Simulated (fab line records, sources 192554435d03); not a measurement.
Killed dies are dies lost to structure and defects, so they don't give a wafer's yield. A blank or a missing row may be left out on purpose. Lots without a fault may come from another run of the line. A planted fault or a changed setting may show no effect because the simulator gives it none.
Split-lot experiment | flow n5_finfet | 7 lots, 39 wafers read, on a route of 1938 steps

THE SPLIT
At N5_FIN_SAQP_ETCH_65 (etches SiO2 in CF4, target depth 4 nm, time 4.4 s), the setting time_s was moved away from the recipe's 4.4 s on 9 of the 39 wafers read, by +22.2% to +54.4%. The other wafers ran this setting at the recipe's value.

The reading is taken at the split's own step.

THE READING
etch.depth_nm (the simulator's own value, which no gauge read), in nm, at N5_FIN_SAQP_ETCH_65 (etches SiO2 in CF4, target depth 4 nm, time 4.4 s). The file gives no usual value for it. The 30 wafers here that ran the recipe average 3.993 nm, standard deviation 0.092 nm.

wafer  | tool, chamber at the split | time_s as run, s | against the recipe | etch.depth_nm, nm | against lot-mates on the recipe
L077.1 | rie_si-05, 1               | 4.4              | recipe             | 4.063             | -
L077.2 | rie_si-05, 3               | 4.4              | recipe             | 3.82              | -
L077.3 | rie_si-05, 2               | 4.4              | recipe             | 3.863             | -
L077.4 | rie_si-05, 0               | 4.4              | recipe             | 4.073             | -
L077.5 | rie_si-05, 2               | 4.4              | recipe             | 3.877             | -
L077.6 | rie_si-05, 1               | 4.4              | recipe             | 4.053             | -
L079.1 | rie_si-05, 3               | 4.4              | recipe             | 3.821             | -
L079.2 | rie_si-05, 0               | 4.4              | recipe             | 4.06              | -
L079.3 | rie_si-05, 2               | 4.4              | recipe             | 3.846             | -
L079.4 | rie_si-05, 1               | 4.4              | recipe             | 4.03              | -
L079.5 | rie_si-05, 2               | 4.4              | recipe             | 3.853             | -
L079.6 | rie_si-05, 1               | 4.4              | recipe             | 4.031             | -
L086.1 | rie_si-01, 0               | 4.4              | recipe             | 4.082             | -
L086.4 | rie_si-01, 2               | 4.4              | recipe             | 4.042             | -
L086.5 | rie_si-01, 1               | 4.4              | recipe             | 4.029             | -
L089.1 | rie_si-05, 2               | 6.479            | +47.2%             | 5.653             | +1.700
L089.2 | rie_si-05, 1               | 4.4              | recipe             | 3.958             | -
L089.3 | rie_si-05, 3               | 6.479            | +47.2%             | 5.62              | +1.667
L089.4 | rie_si-05, 0               | 6.479            | +47.2%             | 5.961             | +2.008
L089.5 | rie_si-05, 0               | 4.4              | recipe             | 4.067             | -
L089.6 | rie_si-05, 3               | 4.4              | recipe             | 3.835             | -
L092.1 | rie_si-02, 0               | 4.4              | recipe             | 4.013             | -
L092.2 | rie_si-02, 2               | 6.795            | +54.4%             | 6.285             | +2.222
L092.3 | rie_si-02, 3               | 4.4              | recipe             | 4.158             | -
L092.4 | rie_si-02, 1               | 6.795            | +54.4%             | 6.246             | +2.183
L092.5 | rie_si-02, 3               | 6.795            | +54.4%             | 6.384             | +2.321
L092.6 | rie_si-02, 2               | 4.4              | recipe             | 4.017             | -
L093.1 | rie_si-02, 1               | 4.4              | recipe             | 4.042             | -
L093.2 | rie_si-02, 2               | 4.4              | recipe             | 4.056             | -
L093.3 | rie_si-02, 0               | 4.4              | recipe             | 3.988             | -
L093.4 | rie_si-02, 3               | 4.4              | recipe             | 4.131             | -
L093.5 | rie_si-02, 1               | 4.4              | recipe             | 4.052             | -
L093.6 | rie_si-02, 0               | 4.4              | recipe             | 3.963             | -
L094.1 | rie_si-02, 0               | 5.375            | +22.2%             | 4.872             | +0.886
L094.2 | rie_si-02, 2               | 4.4              | recipe             | 3.964             | -
L094.3 | rie_si-02, 3               | 5.375            | +22.2%             | 5.053             | +1.067
L094.4 | rie_si-02, 1               | 4.4              | recipe             | 4.015             | -
L094.5 | rie_si-02, 0               | 4.4              | recipe             | 3.978             | -
L094.6 | rie_si-02, 1               | 5.375            | +22.2%             | 4.949             | +0.963

THE FIT
A straight line over all 39 wafers: etch.depth_nm changes by +0.0404 nm for each +1% of time_s; r = +0.99; the points scatter about the line by 0.11 nm.
The same after taking each lot's own level away (the mean of its wafers on the recipe; 39 wafers): +0.0401 nm for each +1%; r = +0.99; scatter 0.097 nm.
On that fit, the largest move of time_s shifts the reading by 2.2 nm.
The lots' own levels span 3.9402 to 4.0627 nm, that is 1.3 times the standard deviation above.
So the lot-to-lot level changes the slope little: the two slopes agree.
Check: with one of the wafers moved furthest among these (+54.4%) left out of the fit, the line predicts +2.18 nm for it against its lot-mates. It came out at +2.22 nm against them.

THE FILE'S OWN FIT
etch.depth_nm changes by +0.0401 nm for each +1% of time_s, r = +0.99.
